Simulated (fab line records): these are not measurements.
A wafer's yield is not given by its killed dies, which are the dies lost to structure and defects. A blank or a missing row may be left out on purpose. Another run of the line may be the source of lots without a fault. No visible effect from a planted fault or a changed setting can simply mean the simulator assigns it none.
Chamber matching    flow nand harc    3 sister chambers for NHARC_THIN_TSV_DEP_43 on pecvd-01
The step deposits SiO2, target thk 1328.5 nm. 20 wafers are shown with their chamber, then 9 later ones without.

WAFERS WITH THEIR CHAMBER
wafer   chamber  throttle valve pct (%)  flow sccm (sccm)
L772.1  2        16.1                    2655
L772.2  0        16.2                    2645
L772.5  0        16.1                    2655
L774.3  0        16.2                    2662
L774.4  0        16.3                    2660
L774.5  2        16.2                    2649
L778.5  1        16.3                    2647
L778.6  2        16.7                    2648
L787.1  1        16.0                    2651
L787.3  2        16.2                    2656
L787.6  1        16.2                    2650
L786.1  1        16.0                    2655
L786.4  1        16.0                    2648
L786.5  2        16.0                    2643
L789.2  2        16.2                    2652
L789.3  0        16.6                    2654
L789.6  2        15.9                    2667
L790.1  2        16.5                    2645
L790.3  0        16.6                    2649
L790.6  0        16.5                    2652

SIGNATURES (means of the wafers above)
reading             chamber 0  chamber 1  chamber 2  scatter within a chamber
throttle valve pct  16.357     16.100     16.225     0.219
flow sccm           2653.86    2650.20    2651.88    6.2
Rule: for a wafer and a chamber, the distance is found by dividing, reading by reading, the gap between the wafer's reading and the chamber's mean by the reading's scatter, squaring, summing and taking the root. If the next closest chamber is less than 2 further off than the closest, the wafer can't be placed; otherwise it belongs to the closest. The scatter: the root of (the sum of the squares of (reading less its chamber's mean) over the shown wafers, divided by (wafers less chambers)).

WAFERS WITH NO CHAMBER GIVEN
wafer   throttle valve pct (%)  flow sccm (sccm)
L791.3  16.1                    2649
L791.4  16.4                    2650
L791.5  16.8                    2643
L792.1  16.2                    2643
L792.2  16.7                    2639
L792.5  16.7                    2631
L794.3  16.1                    2659
L794.5  16.2                    2637
L794.6  16.7                    2649

WHICH CHAMBER EACH ONE RAN IN
wafer   from the rows above           in truth
L791.3  can't be placed: 1 or 2 or 0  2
L791.4  can't be placed: 0 or 2 or 1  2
L791.5  can't be placed: 0 or 2 or 1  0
L792.1  can't be placed: 1 or 2 or 0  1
L792.2  can't be placed: 0 or 2 or 1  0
L792.5  can't be placed: 0 or 2 or 1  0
L794.3  can't be placed: 2 or 1 or 0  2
L794.5  can't be placed: 1 or 2 or 0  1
L794.6  can't be placed: 0 or 2 or 1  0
Correct placement for 0 of the 9. From these rows, 9 cannot be placed; in 9 the true chamber is one of the candidates. 0 placed wrongly.
